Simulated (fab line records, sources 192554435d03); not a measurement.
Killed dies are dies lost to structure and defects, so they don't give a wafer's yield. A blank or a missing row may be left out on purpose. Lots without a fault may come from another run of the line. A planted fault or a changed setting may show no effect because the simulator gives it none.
A struck lot beside a sound one | flow n5_finfet | 37 steps out of a route of 1938
Sound: wafers L170.2, L170.3, L170.5. Struck: wafers L181.3, L181.5, L181.6. The cause comes at the end.
At each step with rows: each side's tool, then ch and its chambers, then its first start. Under that, the readings that differ: sound wafers | struck wafers | difference of the means | sigmas: that difference in standard deviations of wafers without a fault.
alike: readings whose means differ by less than 2 such deviations, and words and numbers that are the same on both sides. not compared: withheld readings, readings that some wafer has no value for, bounds like >300 that may hide the same value, and numbers for which the record gives no deviation and whose values overlap.
The two part at a step that has a row with sigmas, a row that says differs or no value, or rows on one side only. Numbers that don't overlap but have no deviation are shown without sigmas and don't part them. A reading that every wafer of one side lacks parts them only if that side has two wafers or more.

first, 12 steps without rows for these wafers: N5_GATE_CUT_STRIP_42 (strips in O2); N5_GATE_CUT_ETCH_19 (etches SiNx in CH3F/O2, target depth 53.7 nm, time 76.7 s); N5_GATE_CUT_CUT_ETCH_53 (etches W in SF6/Cl2, target depth 79.2 nm); N5_GATE_CUT_CUT_ETCH_54 (etches TiN in Cl2/BCl3, target depth 96.7 nm); N5_GATE_CUT_CUT_ETCH_55 (etches HfO2 in BCl3, target depth 3.2 nm); N5_GATE_CUT_ETCH_47 (etches SiO2 in Cl2/BCl3, target depth 10 nm); N5_GATE_CUT_VAPOR_ETCH_48 (etches TiN in BCl3/Cl2); N5_GATE_CUT_VAPOR_ETCH_49 (etches TiAlC in BCl3/Cl2); N5_GATE_CUT_VAPOR_ETCH_51 (etches HfO2 in BCl3/Cl2); N5_GATE_CUT_STRIP_21 (strips in N2/H2, time 30 s); N5_GATE_CUT_STRIP_29 (strips in post etch residue remover, time 60 s); N5_GATE_CUT_SRD_52 (time 30 s).
N5_GATE_CUT_ALD_22: deposits SiNx, target thk 16 nm, pulse time 1 s, ald cycles 320.
  sound on ald_sin-04 ch 1,2, day 7 03:48; struck on ald_sin-04 ch 0,1,2, day 9 20:41
  alike: heater_power_w, precursor_pulse_height_rel, susceptor_temp_C
then, 23 steps without rows for these wafers: N5_GATE_CUT_CMP_23 (polishes, stops on SiO2, t overpolish 23.4 s, target thk 16 nm); N5_GATE_CUT_CMP_43 (polishes SiO2); N5_GATE_CUT_CMP_61 (polishes, stops on SiNx, t overpolish 3 s); N5_MOL_CONTACT_COAG_COAT_103 (time 60 s, resist thk 80 nm); N5_MOL_CONTACT_COAG_COAT_104 (time 60 s, resist thk 12 nm); N5_MOL_CONTACT_COAG_COAT_58 (time 60 s, resist thk 10 nm); N5_MOL_CONTACT_COAG_COAT_02 (resist thk 30 nm); N5_MOL_CONTACT_COAG_EBR_04; N5_MOL_CONTACT_COAG_SOFTBAKE_03 (time 60 s); N5_MOL_CONTACT_COAG_EXPOSE_05 (exposes mask CA, defocus 0 nm); N5_MOL_CONTACT_COAG_PEB_06 (peb time 60 s); N5_MOL_CONTACT_COAG_DEVELOP_07 (develop time 30 s); N5_MOL_CONTACT_COAG_DESCUM_13 (chemistry O2, time 7 s); N5_MOL_CONTACT_COAG_ETCH_59 (etches underlayer in N2/H2, target depth 13 nm, time 10.4 s); N5_MOL_CONTACT_COAG_ETCH_105 (etches SiARC in CF4, target depth 15.6 nm, time 26 s); N5_MOL_CONTACT_COAG_ETCH_106 (etches SOC in N2/H2, target depth 80 nm, overetch 16 nm, time 120 s); N5_MOL_CONTACT_COAG_STRIP_107 (strips in N2/H2); N5_MOL_CONTACT_COAG_STRIP_108 (strips in N2/H2); N5_MOL_CONTACT_COAG_CONTACT_ETCH_14 (etches SiO2 in C4F6/O2, target depth 27.5 nm, overetch 8.5 nm, time 20 s); N5_MOL_CONTACT_COAG_STRIP_109 (strips in C4F6/O2); N5_MOL_CONTACT_COAG_ETCH_15 (etches SiNx in CH3F/O2, stops on Si:P, target depth 7 nm); N5_MOL_CONTACT_COAG_ETCH_110 (etches Si in CF4/O2, target depth 2.5 nm, time 8 s); N5_MOL_CONTACT_COAG_STRIP_98 (strips in N2/H2).
-- the record jumps here: 9 days lie between the struck wafers' starts before and after (it left off in module MOL_CONTACT_COAG and takes up again in module PASSIVATION, whose first step shown is number 1936 of the route) --
N5_PASSIVATION_PROBE_49:
  sound on prober-01, day 15 15:38; struck on prober-01, day 18 22:49
  reading                  | sound          | struck         | difference | sigmas
  defect_limited_yield (%) | 90.9 92.1 91.5 | 82.3 83.5 82.9 | -8.6       | -6
  killed_at_front_end      | 43 30 25       | 167 157 153    | +126       | +13
  killed_dies              | 107 93 100     | 209 195 202    | +102       | +6
  sort_bin_5_function (%)  | 6.1 3.8 5.1    | 11.4 9.6 10.3  | +5.4       | +6
  sort_n_pass              | 1073 1087 1080 | 971 985 978    | -102       | -6
  sort_yield_pct (%)       | 90.9 92.1 91.5 | 82.3 83.5 82.9 | -8.6       | -6
  alike: killed_at_M0_to_M3, killed_at_M4_up, killed_at_contacts, killed_at_other, killed_open, killed_short, sort_bin_6_memory, sort_bin_8_speed

WHERE THEY PART
Only at N5_PASSIVATION_PROBE_49, within this record.

WHY: what the simulator had put in
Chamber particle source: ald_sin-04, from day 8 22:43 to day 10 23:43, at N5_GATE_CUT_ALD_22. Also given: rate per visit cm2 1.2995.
